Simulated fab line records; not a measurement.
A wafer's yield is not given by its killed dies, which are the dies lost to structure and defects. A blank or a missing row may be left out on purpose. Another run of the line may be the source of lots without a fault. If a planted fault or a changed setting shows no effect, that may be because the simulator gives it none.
Chamber matching | flow nand harc | rie diel-12 running NHARC_A_SGD_CUT_ETCHBACK_24: 4 sister chambers
The step etches the open film in CH3F/O2, target depth 50 nm, time 92.857 s. 4 wafers are shown with their chamber, then 9 later ones without.

## WAFERS PAIRED WITH THEIR CHAMBERS
wafer  | chamber | drypump motor current A (A)
L085.3 | 1       | 5.2
L090.1 | 2       | 6.2
L090.4 | 0       | 5.8
L090.5 | 3       | 4.9

## WAFERS WITH NO CHAMBER GIVEN
wafer  | drypump motor current A (A)
L092.3 | 5.2
L092.5 | 5.2
L092.6 | 5.7
L097.1 | 5.0
L097.2 | 5.7
L097.6 | 5.7
L096.2 | 5.0
L096.4 | 5.7
L096.5 | 5.7

## EACH ONE'S CHAMBER
wafer  | from the rows above     | in truth
L092.3 | 1                       | 1
L092.5 | 1                       | 1
L092.6 | 0                       | 0
L097.1 | can't be placed: 3 or 1 | 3
L097.2 | 0                       | 0
L097.6 | 0                       | 0
L096.2 | can't be placed: 3 or 1 | 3
L096.4 | 0                       | 0
L096.5 | 0                       | 0
7 of 9 placed correctly. Unplaceable from these rows: 2, with the true chamber sitting among the candidates in 2. Placed wrongly: 0.
How it was worked out, from the rows above alone: a wafer's distance from a chamber is the root of the sum, over the readings, of the square of ((its reading less the chamber's mean) divided by the reading's scatter). If the next closest chamber is less than 2 further off than the closest, the wafer can't be placed; otherwise it belongs to the closest. For every chamber, the mean is computed from those of its wafers that are shown. The scatter: with one shown wafer a chamber, the root of the mean of the squares of how far each hidden wafer lies from its nearest shown one.
